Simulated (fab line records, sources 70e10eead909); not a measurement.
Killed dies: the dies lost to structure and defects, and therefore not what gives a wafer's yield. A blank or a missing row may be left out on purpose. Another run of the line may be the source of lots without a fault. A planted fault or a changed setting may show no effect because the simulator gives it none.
fab line records ; flow nand_harc ; part 1 of 2: steps 1 to 4 of 6
record lots=24; wafers=72; last_day=33
route steps=1302 shown A_STAIRCASE@843 A_SGD_CUT@919
lots untouched by any fault: they come from a run of this same line in which no faults occurred
start_h: hours from the record's opening day to when the first of the lot's shown wafers began ; wait_h: how many hours have passed since the lot's step before this one ; " same as the row above ; L1.1+2: one row covering several wafers at once ; - either no value or no given start ; * or withheld: withheld ; < > ~ a bound
route shown NAME@n: NAME is a module with steps in the file, n the number in the route of the first one ; usual: average and standard deviation across the fault-free wafers ; same: alike in all rows ; chamber/n: place in a boat ; sites: each site's reading ; _std_site: standard deviation of those values ; _edge_site: inner sites' mean taken away from outer sites' mean ; radius_mm: for every site, how far away it sits from the centre of the wafer ; mask NAME#n: copy n ; behind: the tool/chamber that last shaped the wafer ; hold: reason for holding the lot/hours on hold/outcome of the hold ; device: transistor that didn't switch, given as n, p or np ; end of line: tests of these same wafers at the route's end ; a step given without rows: its recipe and nothing more ; killed: at the first sort, the dies lost to defects and structure; wafer yield is something else ; map: a wafer's dies, x killed, . not, _ none there
set.NAME: setting as actually run; set.NAME@STEP: the setting as run at that earlier step ; model.NAME: the simulator's own value behind a step, which no gauge read
a sample of lots followed through the steps of the route, with each step as a table and each wafer as a row
services: from which hour (start_h, from the record's first day; less than 0 if before it) a tool's chamber was out of use, for how many hours, and why
## steps
# step NHARC_A_STAIRCASE_STRIP_476
# recipe time_s=20; o2_flow_sccm=500; ar_flow_sccm=0; bias_w=0; chemistry=O2
# usual drypump_motor_current_A=6.0/0.33; oes_product_au=0.999/0.0069; rf_vpp_V=57.7/0.93; showerhead_plenum_p_Torr=3.54/0.15; throttle_valve_pct=17.036/0.0098
lot.wafer;tool;chamber;start_h;wait_h;drypump_motor_current_A;oes_product_au;rf_hours_counter_h;rf_vpp_V;showerhead_plenum_p_Torr;throttle_valve_pct
L074.4;rie_diel-03;0;386.47;0.1;5.7;1.000;24;58.6;3.45;17.055
L074.2;rie_diel-03;1;386.47;0.1;5.6;0.989;31;58.9;3.65;17.035
L074.5;rie_diel-03;3;386.47;0.1;6.2;0.999;-;57.9;3.76;17.036
L075.2;rie_diel-02;3;392.36;0.1;5.9;0.995;57;57.7;3.31;17.036
L075.3;rie_diel-02;1;392.36;0.1;5.5;1.006;56;60.0;3.75;17.044
L075.6;rie_diel-02;2;392.36;0.1;6.6;0.996;-;60.2;3.63;17.037
L076.3;rie_diel-02;1;406.08;0.1;5.5;1.001;0;58.1;3.75;17.032
L076.1;rie_diel-02;2;406.08;0.1;6.6;1.003;1;57.6;3.63;17.029
L076.2;rie_diel-02;3;406.08;0.1;5.9;0.987;1;57.7;3.31;17.034
L077.2;rie_diel-03;0;425.58;0.1;5.7;1.003;38;57.6;3.44;17.049
L077.1;rie_diel-03;1;425.58;0.1;5.6;0.992;45;56.4;3.65;17.021
L077.5;rie_diel-03;1;425.58;0.1;5.6;0.995;-;56.5;3.65;17.059
L078.3;rie_diel-02;0;430.64;0.1;6.0;1.000;10;57.6;3.44;17.030
L078.4;rie_diel-02;1;430.64;0.1;5.5;0.993;8;58.4;3.74;17.034
L078.6;rie_diel-02;3;430.64;0.1;5.8;0.996;-;56.7;3.30;17.032
L079.3;rie_diel-03;3;442.90;0.1;6.2;0.997;53;58.2;3.74;17.037
L079.1;rie_diel-03;0;442.90;0.1;5.7;0.995;48;56.9;3.44;17.043
L079.4;rie_diel-03;2;442.90;0.1;6.4;1.003;55;57.1;3.39;17.035
L080.3;rie_diel-08;1;444.87;0.1;5.7;0.997;21;58.1;3.43;17.022
L080.1;rie_diel-08;2;444.87;0.1;6.2;1.007;24;56.4;3.57;17.038
L080.5;rie_diel-08;2;444.87;0.1;6.2;0.998;-;58.5;3.57;17.036
L083.3;rie_diel-02;1;466.33;0.2;5.5;1.005;12;57.8;3.74;17.037
L083.2;rie_diel-02;3;466.33;0.2;5.8;0.989;22;57.6;3.30;17.032
L083.4;rie_diel-02;0;466.33;0.2;6.0;1.004;-;56.9;3.44;17.026
L081.3;rie_diel-08;2;468.72;0.1;6.2;0.996;33;58.0;3.56;17.032
L081.6;rie_diel-08;1;468.72;0.1;5.7;0.986;-;57.7;3.43;17.018
L081.5;rie_diel-08;2;468.72;0.1;6.2;1.001;-;56.8;3.56;17.032
L082.3;rie_diel-03;3;472.08;0.2;6.2;1.004;2;57.5;3.74;17.028
L082.6;rie_diel-03;3;472.08;0.2;6.2;1.011;-;60.1;3.74;17.034
L082.4;rie_diel-03;0;472.08;0.2;5.7;1.004;-;58.8;3.43;17.051
L084.1;rie_diel-08;2;501.46;0.1;6.2;1.014;45;56.7;3.56;17.033
L084.5;rie_diel-08;2;501.46;0.1;6.2;1.020;-;57.7;3.56;17.025
L084.6;rie_diel-08;3;501.46;0.1;6.1;1.010;-;56.6;3.72;17.033
L086.3;rie_diel-02;3;508.40;0.1;5.8;0.990;32;57.1;3.29;17.043
L086.4;rie_diel-02;1;508.40;0.1;5.5;0.997;28;59.4;3.73;17.048
L086.6;rie_diel-02;0;508.40;0.1;5.9;0.986;-;58.5;3.43;17.044
L085.1;rie_diel-08;3;508.96;0.1;6.1;0.996;46;58.2;3.72;17.043
L085.4;rie_diel-08;0;508.96;0.1;6.4;0.993;41;57.5;3.44;17.041
L085.6;rie_diel-08;2;508.96;0.1;6.2;1.011;-;57.3;3.56;17.039
L087.3;rie_diel-08;3;518.65;0.1;6.1;1.000;52;58.6;3.71;17.046
L087.4;rie_diel-08;1;518.65;0.1;5.7;0.992;47;57.5;3.42;17.042
L087.6;rie_diel-08;3;518.65;0.1;6.1;1.006;-;58.3;3.71;17.039
L088.3;rie_diel-08;3;528.07;0.1;6.1;1.002;53;57.8;3.71;17.035
L088.2;rie_diel-08;1;528.07;0.1;5.7;0.999;48;57.7;3.42;17.035
L088.5;rie_diel-08;2;528.07;0.1;6.2;1.005;-;57.6;3.55;17.029
L089.3;rie_diel-03;3;528.94;0.1;6.2;1.005;19;57.6;3.73;17.055
L089.5;rie_diel-03;2;528.94;0.1;6.5;1.003;-;57.6;3.37;17.031
L089.6;rie_diel-03;3;528.94;0.1;6.2;1.003;-;57.7;3.73;17.050
L090.2;rie_diel-02;1;548.93;0.1;5.5;0.999;41;59.0;3.72;17.046
L090.5;rie_diel-02;2;548.93;0.1;6.6;0.991;-;58.1;3.61;17.033
L090.6;rie_diel-02;3;548.93;0.1;5.8;0.993;-;56.7;3.28;17.039
L091.2;rie_diel-02;3;550.83;0.1;5.8;0.988;45;57.3;3.28;17.014
L091.5;rie_diel-02;2;550.83;0.1;6.6;0.996;-;56.8;3.61;17.034
L091.6;rie_diel-02;3;550.83;0.1;5.9;1.000;-;58.6;3.29;17.042
L092.2;rie_diel-02;0;582.77;0.1;5.9;0.996;2;59.4;3.42;17.031
L092.4;rie_diel-02;2;582.77;0.1;6.7;0.998;1;57.4;3.61;17.051
L092.5;rie_diel-02;0;582.77;0.1;5.9;0.998;-;59.2;3.42;17.024
L093.1;rie_diel-08;2;583.03;0.1;6.2;0.998;10;55.6;3.54;17.030
L093.2;rie_diel-08;3;583.03;0.1;6.1;0.997;9;58.4;3.70;17.024
L093.5;rie_diel-08;3;583.03;0.1;6.1;0.996;-;57.9;3.70;17.042
L095.4;rie_diel-08;3;598.91;0.1;6.0;0.996;12;57.3;3.70;17.029
L095.6;rie_diel-08;2;598.91;0.1;6.2;1.006;-;57.5;3.54;17.043
L095.5;rie_diel-08;3;598.91;0.1;6.0;1.005;-;57.9;3.70;17.055
L094.1;rie_diel-08;2;600.07;0.1;6.2;1.008;14;57.8;3.54;17.024
L094.3;rie_diel-08;0;600.07;0.1;6.4;1.002;13;57.3;3.42;17.042
L094.5;rie_diel-08;2;600.07;0.1;6.2;1.008;-;57.4;3.54;17.037
L097.1;rie_diel-02;1;608.52;0.1;5.5;0.989;10;57.4;3.71;17.016
L097.3;rie_diel-02;2;608.52;0.1;6.6;0.993;10;56.7;3.61;17.040
L097.5;rie_diel-02;1;608.52;0.1;5.5;0.997;-;57.6;3.71;17.030
L096.4;rie_diel-08;1;608.87;0.1;5.7;0.994;18;58.0;3.41;17.034
L096.1;rie_diel-08;3;608.87;0.1;6.0;0.992;16;58.8;3.70;17.033
L096.2;rie_diel-08;0;608.87;0.1;6.4;1.000;17;57.5;3.42;17.040
# step NHARC_A_STAIRCASE_CMP_450
# recipe target_thk_nm=200; material=SiO2
# usual motor_current_A=12.6/0.53; slurry_filter_dp_kPa=13.50/0.13
lot.wafer;tool;chamber;start_h;wait_h;motor_current_A;slurry_filter_dp_kPa
L074.2;cmp-04;3;431.39;-;12.9;13.67
L074.4;cmp-04;2;431.39;-;11.5;13.39
L074.5;cmp-04;3;431.39;-;12.9;13.46
L075.3;cmp-04;3;434.45;-;13.6;13.55
L075.2;cmp-04;0;434.45;-;12.4;13.61
L075.6;cmp-04;3;434.45;-;12.9;13.16
L076.3;cmp-03;2;449.67;-;12.4;13.50
L076.2;cmp-03;3;449.67;-;12.0;13.50
L076.1;cmp-03;0;449.67;-;13.2;13.30
L077.2;cmp-01;0;466.12;-;13.3;13.44
L077.1;cmp-01;2;466.12;-;13.1;13.44
L077.5;cmp-01;1;466.12;-;13.0;13.28
L078.3;cmp-01;3;475.60;-;11.8;13.48
L078.4;cmp-01;0;475.60;-;12.4;13.37
L078.6;cmp-01;0;475.60;-;13.1;13.53
L080.1;cmp-04;2;483.29;-;11.9;13.28
L080.3;cmp-04;0;483.29;-;12.3;13.45
L080.5;cmp-04;2;483.29;-;11.7;13.57
L079.4;cmp-01;1;487.38;-;12.7;13.48
L079.1;cmp-01;3;487.38;-;12.4;13.45
L079.3;cmp-01;0;487.38;-;12.8;13.42
L082.3;cmp-01;2;514.03;-;12.7;13.64
L082.4;cmp-01;3;514.03;-;12.2;13.47
L082.6;cmp-01;1;514.03;-;12.1;13.51
L083.3;cmp-03;0;514.19;-;13.0;13.26
L083.4;cmp-03;2;514.19;-;12.9;13.42
L083.2;cmp-03;3;514.19;-;12.2;13.69
L081.3;cmp-04;3;514.79;-;13.3;13.40
L081.6;cmp-04;0;514.79;-;12.8;13.77
L081.5;cmp-04;1;514.79;-;12.5;13.37
L086.3;cmp-04;1;550.91;-;12.3;13.49
L086.4;cmp-04;3;550.91;-;13.1;13.44
L086.6;cmp-04;0;550.91;-;13.3;13.54
L085.1;cmp-01;1;551.15;-;12.7;13.48
L085.4;cmp-01;3;551.15;-;11.9;13.38
L085.6;cmp-01;0;551.15;-;12.3;13.32
L084.1;cmp-03;0;551.43;-;13.5;13.45
L084.6;cmp-03;0;551.43;-;13.0;13.57
L084.5;cmp-03;1;551.43;-;12.5;13.22
L087.4;cmp-03;0;561.00;-;12.9;13.44
L087.3;cmp-03;1;561.00;-;12.1;13.39
L087.6;cmp-03;0;561.00;-;12.2;13.82
L089.3;cmp-04;3;571.71;-;13.3;13.71
L089.5;cmp-04;0;571.71;-;12.7;13.55
L089.6;cmp-04;1;571.71;-;12.9;13.48
L088.2;cmp-04;2;571.85;-;12.2;13.50
L088.3;cmp-04;0;571.85;-;13.0;13.67
L088.5;cmp-04;3;571.85;-;13.5;13.45
L091.2;cmp-01;3;603.41;-;12.0;13.36
L091.5;cmp-01;3;603.41;-;11.7;13.64
L091.6;cmp-01;0;603.41;-;12.8;13.53
L090.2;cmp-01;3;604.44;-;12.5;13.60
L090.6;cmp-01;1;604.44;-;12.2;13.41
L090.5;cmp-01;2;604.44;-;12.8;13.40
L093.1;cmp-01;0;629.13;-;13.4;13.55
L093.2;cmp-01;1;629.13;-;12.7;13.84
L093.5;cmp-01;0;629.13;-;12.4;13.67
L092.2;cmp-04;1;629.29;-;12.4;13.37
L092.4;cmp-04;2;629.29;-;12.0;13.67
L092.5;cmp-04;1;629.29;-;12.5;13.46
L097.3;cmp-03;1;647.22;-;12.4;13.38
L097.1;cmp-03;2;647.22;-;12.6;13.50
L097.5;cmp-03;3;647.22;-;12.2;13.59
L096.1;cmp-04;2;647.69;-;11.4;13.69
L096.2;cmp-04;0;647.69;-;12.2;13.52
L096.4;cmp-04;1;647.69;-;12.4;13.23
L095.4;cmp-04;3;650.02;-;13.2;13.83
L095.5;cmp-04;3;650.02;-;13.6;13.45
L095.6;cmp-04;0;650.02;-;12.8;13.51
L094.3;cmp-01;3;652.95;-;11.3;13.45
L094.1;cmp-01;1;652.95;-;12.6;13.43
L094.5;cmp-01;2;652.95;-;12.9;13.70
# step NHARC_A_STAIRCASE_CMP_152
# usual motor_current_A=12.5/0.57; slurry_filter_dp_kPa=13.50/0.13
lot.wafer;tool;chamber;start_h;wait_h;motor_current_A;slurry_filter_dp_kPa
L074.2;cmp-04;3;431.47;0.1;13.4;13.60
L074.4;cmp-04;2;431.47;0.1;11.8;13.68
L074.5;cmp-04;3;431.47;0.1;13.8;13.29
L075.3;cmp-04;3;434.52;0.1;13.0;13.55
L075.2;cmp-04;0;434.52;0.1;12.5;13.41
L075.6;cmp-04;3;434.52;0.1;13.5;13.53
L076.3;cmp-03;2;449.75;0.1;12.4;13.33
L076.2;cmp-03;3;449.75;0.1;11.7;13.36
L076.1;cmp-03;0;449.75;0.1;13.4;13.61
L077.2;cmp-01;0;466.19;0.1;12.5;13.66
L077.1;cmp-01;2;466.19;0.1;13.1;13.45
L077.5;cmp-01;1;466.19;0.1;12.4;13.40
L078.3;cmp-01;3;475.67;0.1;11.4;13.35
L078.4;cmp-01;0;475.67;0.1;12.4;13.33
L078.6;cmp-01;0;475.67;0.1;12.9;13.59
L080.1;cmp-04;2;483.36;0.1;11.3;13.28
L080.3;cmp-04;0;483.36;0.1;12.5;13.45
L080.5;cmp-04;2;483.36;0.1;12.2;13.56
L079.4;cmp-01;1;487.45;0.1;12.1;13.47
L079.1;cmp-01;3;487.45;0.1;11.9;13.43
L079.3;cmp-01;0;487.45;0.1;12.4;13.50
L082.3;cmp-01;2;514.11;0.1;12.7;13.38
L082.4;cmp-01;3;514.11;0.1;11.9;13.59
L082.6;cmp-01;1;514.11;0.1;12.7;13.52
L083.3;cmp-03;0;514.26;0.1;13.2;13.49
L083.4;cmp-03;2;514.26;0.1;12.4;13.75
L083.2;cmp-03;3;514.26;0.1;11.8;13.56
L081.3;cmp-04;3;514.87;0.1;13.3;13.35
L081.6;cmp-04;0;514.87;0.1;12.3;13.56
L081.5;cmp-04;1;514.87;0.1;12.5;13.57
L086.3;cmp-04;1;550.99;0.1;13.0;13.46
L086.4;cmp-04;3;550.99;0.1;12.8;13.50
L086.6;cmp-04;0;550.99;0.1;12.8;13.63
L085.1;cmp-01;1;551.22;0.1;11.9;13.38
L085.4;cmp-01;3;551.22;0.1;11.7;13.47
L085.6;cmp-01;0;551.22;0.1;12.6;13.82
L084.1;cmp-03;0;551.51;0.1;12.9;13.58
L084.6;cmp-03;0;551.51;0.1;13.1;13.72
L084.5;cmp-03;1;551.51;0.1;12.2;13.38
L087.4;cmp-03;0;561.08;0.1;13.4;13.32
L087.3;cmp-03;1;561.08;0.1;12.0;13.50
L087.6;cmp-03;0;561.08;0.1;12.1;13.51
L089.3;cmp-04;3;571.78;0.1;12.7;13.43
L089.5;cmp-04;0;571.78;0.1;12.1;13.52
L089.6;cmp-04;1;571.78;0.1;12.0;13.51
L088.2;cmp-04;2;571.92;0.1;12.6;13.64
L088.3;cmp-04;0;571.92;0.1;12.3;13.38
L088.5;cmp-04;3;571.92;0.1;14.0;13.41
L091.2;cmp-01;3;603.49;0.1;12.4;13.51
L091.5;cmp-01;3;603.49;0.1;12.0;13.47
L091.6;cmp-01;0;603.49;0.1;12.3;13.40
L090.2;cmp-01;3;604.51;0.1;12.1;13.33
L090.6;cmp-01;1;604.51;0.1;13.2;13.43
L090.5;cmp-01;2;604.51;0.1;13.6;13.77
L093.1;cmp-01;0;629.20;0.1;12.7;13.58
L093.2;cmp-01;1;629.20;0.1;11.8;13.44
L093.5;cmp-01;0;629.20;0.1;12.5;13.55
L092.2;cmp-04;1;629.36;0.1;11.6;13.53
L092.4;cmp-04;2;629.36;0.1;11.5;13.66
L092.5;cmp-04;1;629.36;0.1;12.4;13.59
L097.3;cmp-03;1;647.30;0.1;12.3;13.46
L097.1;cmp-03;2;647.30;0.1;12.5;13.59
L097.5;cmp-03;3;647.30;0.1;12.3;13.53
L096.1;cmp-04;2;647.77;0.1;12.5;13.50
L096.2;cmp-04;0;647.77;0.1;12.2;13.84
L096.4;cmp-04;1;647.77;0.1;12.7;13.39
L095.4;cmp-04;3;650.09;0.1;13.1;13.65
L095.5;cmp-04;3;650.09;0.1;13.6;13.16
L095.6;cmp-04;0;650.09;0.1;12.9;13.51
L094.3;cmp-01;3;653.03;0.1;11.1;13.63
L094.1;cmp-01;1;653.03;0.1;12.3;13.56
L094.5;cmp-01;2;653.03;0.1;12.6;13.30
# step NHARC_A_STAIRCASE_CMP_472
# recipe material=SiO2
# usual motor_current_A=12.5/0.61; slurry_filter_dp_kPa=13.51/0.14
lot.wafer;tool;chamber;start_h;wait_h;motor_current_A;slurry_filter_dp_kPa
L074.2;cmp-04;3;432.97;0.2;12.7;13.52
L074.4;cmp-04;1;432.97;0.2;12.4;13.52
L074.5;cmp-04;0;432.97;0.2;12.4;13.47
L075.2;cmp-03;3;436.00;0.2;11.7;13.59
L075.3;cmp-03;0;436.00;0.2;13.0;13.60
L075.6;cmp-03;3;436.00;0.2;12.5;13.64
L076.2;cmp-03;3;451.12;0.2;11.6;13.59
L076.1;cmp-03;0;451.12;0.2;13.1;13.54
L076.3;cmp-03;1;451.12;0.2;12.7;13.65
L077.2;cmp-04;1;467.84;0.2;12.6;13.54
L077.1;cmp-04;3;467.84;0.2;13.2;13.81
L077.5;cmp-04;0;467.84;0.2;12.4;13.35
L078.4;cmp-04;0;477.12;0.1;12.4;13.37
L078.3;cmp-04;3;477.12;0.1;13.9;13.41
L078.6;cmp-04;1;477.12;0.1;12.6;13.65
L080.1;cmp-03;2;484.79;0.3;12.1;13.51
L080.3;cmp-03;3;484.79;0.3;12.2;13.49
L080.5;cmp-03;0;484.79;0.3;13.3;13.56
L079.3;cmp-03;1;488.82;0.2;11.6;13.46
L079.1;cmp-03;2;488.82;0.2;12.6;13.38
L079.4;cmp-03;3;488.82;0.2;11.7;13.74
L082.4;cmp-04;1;515.64;0.2;12.4;13.84
L082.3;cmp-04;2;515.64;0.2;11.4;13.52
L082.6;cmp-04;0;515.64;0.2;12.1;13.38
L083.4;cmp-01;3;515.68;0.2;11.2;13.70
L083.3;cmp-01;0;515.68;0.2;12.8;13.48
L083.2;cmp-01;1;515.68;0.2;12.4;13.60
L081.3;cmp-04;3;516.40;0.3;13.8;13.69
L081.6;cmp-04;0;516.40;0.3;12.6;13.32
L081.5;cmp-04;1;516.40;0.3;12.1;13.75
L085.4;cmp-03;1;552.63;0.2;12.2;13.49
L085.1;cmp-03;2;552.63;0.2;11.6;13.61
L085.6;cmp-03;1;552.63;0.2;12.9;13.66
L086.4;cmp-04;3;552.77;0.3;14.0;13.32
L086.3;cmp-04;0;552.77;0.3;12.2;13.76
L086.6;cmp-04;1;552.77;0.3;12.4;13.55
L084.1;cmp-01;3;553.02;0.3;11.1;13.39
L084.5;cmp-01;0;553.02;0.3;12.6;13.42
L084.6;cmp-01;1;553.02;0.3;13.0;13.69
L087.4;cmp-04;3;562.47;0.1;13.1;13.42
L087.3;cmp-04;0;562.47;0.1;12.8;13.30
L087.6;cmp-04;3;562.47;0.1;13.5;13.68
L089.3;cmp-01;0;573.22;0.3;12.8;13.50
L089.5;cmp-01;1;573.22;0.3;12.5;13.74
L089.6;cmp-01;2;573.22;0.3;13.4;13.51
L088.3;cmp-04;3;573.36;0.3;13.2;13.58
L088.2;cmp-04;0;573.36;0.3;12.2;13.43
L088.5;cmp-04;1;573.36;0.3;12.3;13.39
L091.2;cmp-03;3;605.06;0.3;11.9;13.40
L091.6;cmp-03;1;605.06;0.3;11.8;13.67
L091.5;cmp-03;2;605.06;0.3;13.1;13.41
L090.2;cmp-01;1;606.13;0.3;12.8;13.45
L090.6;cmp-01;2;606.13;0.3;13.5;13.56
L090.5;cmp-01;3;606.13;0.3;12.0;13.53
L093.1;cmp-04;0;630.65;0.2;12.4;13.38
L093.2;cmp-04;2;630.65;0.2;11.8;13.44
L093.5;cmp-04;3;630.65;0.2;13.7;13.47
L092.4;cmp-03;0;630.84;0.1;13.6;13.54
L092.2;cmp-03;1;630.84;0.1;12.1;13.39
L092.5;cmp-03;0;630.84;0.1;13.2;13.52
L097.1;cmp-03;1;648.67;0.2;12.6;13.59
L097.3;cmp-03;3;648.67;0.2;11.1;13.60
L097.5;cmp-03;1;648.67;0.2;13.0;13.36
L096.2;cmp-04;1;649.16;0.2;12.3;13.57
L096.1;cmp-04;2;649.16;0.2;12.3;13.69
L096.4;cmp-04;3;649.16;0.2;12.8;13.75
L095.4;cmp-04;2;651.62;0.1;12.4;13.28
L095.5;cmp-04;2;651.62;0.1;12.1;13.60
L095.6;cmp-04;3;651.62;0.1;12.4;13.23
L094.1;cmp-04;0;654.51;0.2;12.4;13.82
L094.3;cmp-04;3;654.51;0.2;12.4;13.49
L094.5;cmp-04;1;654.51;0.2;11.9;13.52
